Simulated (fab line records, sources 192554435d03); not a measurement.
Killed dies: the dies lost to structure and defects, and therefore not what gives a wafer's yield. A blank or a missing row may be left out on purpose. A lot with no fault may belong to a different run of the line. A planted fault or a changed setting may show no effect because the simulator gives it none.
Matching of chambers | flow n5Finfet | rieDiel-04 running N5_MOL_CONTACT_COAG_ETCH_66: 4 sister chambers
The step etches SiARC in CF4, target depth 13 nm, time 21.7 s. 22 wafers are shown with their chamber, then 11 later ones without.

== WAFERS, EACH WITH ITS CHAMBER ==
wafer  | chamber | drypumpMotorCurrentA (A) | throttleValvePct (%) | showerheadPlenumPTorr (Torr)
L078.1 | 2       | 5.1                      | 15.27                | 2.19
L078.3 | 1       | 5.5                      | 15.68                | 2.12
L078.5 | 3       | 5.5                      | 15.55                | 2.16
L079.1 | 0       | 6.3                      | 15.11                | 2.18
L079.5 | 1       | 5.5                      | 15.70                | 2.12
L079.6 | 0       | 6.2                      | 15.11                | 2.18
L081.4 | 3       | 5.5                      | 15.55                | 2.16
L081.5 | 0       | 6.3                      | 15.10                | 2.18
L081.6 | 1       | 5.5                      | 15.69                | 2.12
L083.1 | 2       | 5.2                      | 15.29                | 2.18
L083.2 | 3       | 5.5                      | 15.57                | 2.16
L083.4 | 1       | 5.5                      | 15.69                | 2.12
L087.2 | 3       | 5.5                      | 15.58                | 2.16
L087.3 | 0       | 6.2                      | 15.13                | 2.18
L087.6 | 0       | 6.2                      | 15.12                | 2.18
L089.3 | 2       | 5.2                      | 15.32                | 2.18
L089.5 | 3       | 5.5                      | 15.60                | 2.15
L089.6 | 0       | 6.2                      | 15.14                | 2.18
L090.2 | 3       | 5.5                      | 15.60                | 2.15
L090.5 | 1       | 5.5                      | 15.73                | 2.11
L090.6 | 2       | 5.1                      | 15.32                | 2.18
L092.1 | 3       | 5.5                      | 15.62                | 2.15

SIGNATURES (averages over the wafers above)
reading               | chamber 0 | chamber 1 | chamber 2 | chamber 3 | scatter within a chamber
drypumpMotorCurrentA  | 6.233     | 5.500     | 5.150     | 5.500     | 0.036
throttleValvePct      | 15.1183   | 15.6980   | 15.3000   | 15.5814   | 0.0219
showerheadPlenumPTorr | 2.1800    | 2.1180    | 2.1825    | 2.1557    | 0.00426
Rule: for a wafer and a chamber, the distance is found by dividing, reading by reading, the gap between the wafer's reading and the chamber's mean by the reading's scatter, squaring, summing and taking the root. If the next closest chamber is less than 2 further off than the closest, the wafer can't be placed; otherwise it belongs to the closest. The scatter: the root of (the sum of the squares of (reading less its chamber's mean) over the shown wafers, divided by (wafers less chambers)).

== WAFERS MISSING THEIR CHAMBER ==
wafer  | drypumpMotorCurrentA (A) | throttleValvePct (%) | showerheadPlenumPTorr (Torr)
L092.4 | 5.5                      | 15.73                | 2.11
L092.6 | 5.5                      | 15.73                | 2.11
L094.1 | 5.2                      | 15.35                | 2.17
L094.2 | 5.5                      | 15.73                | 2.11
L094.6 | 5.5                      | 15.63                | 2.15
L096.2 | 5.5                      | 15.64                | 2.15
L096.4 | 5.5                      | 15.77                | 2.11
L096.5 | 5.1                      | 15.34                | 2.17
L097.1 | 5.5                      | 15.76                | 2.11
L097.2 | 5.1                      | 15.34                | 2.17
L097.5 | 5.1                      | 15.34                | 2.17

== WHICH CHAMBER EACH WENT THROUGH ==
wafer  | from the rows above | in truth
L092.4 | 1                   | 1
L092.6 | 1                   | 1
L094.1 | 2                   | 2
L094.2 | 1                   | 1
L094.6 | 3                   | 3
L096.2 | 3                   | 3
L096.4 | 1                   | 1
L096.5 | 2                   | 2
L097.1 | 1                   | 1
L097.2 | 2                   | 2
L097.5 | 2                   | 2
11 of 11 placed correctly. Can't be placed from these rows: 0. Placed wrongly: 0.
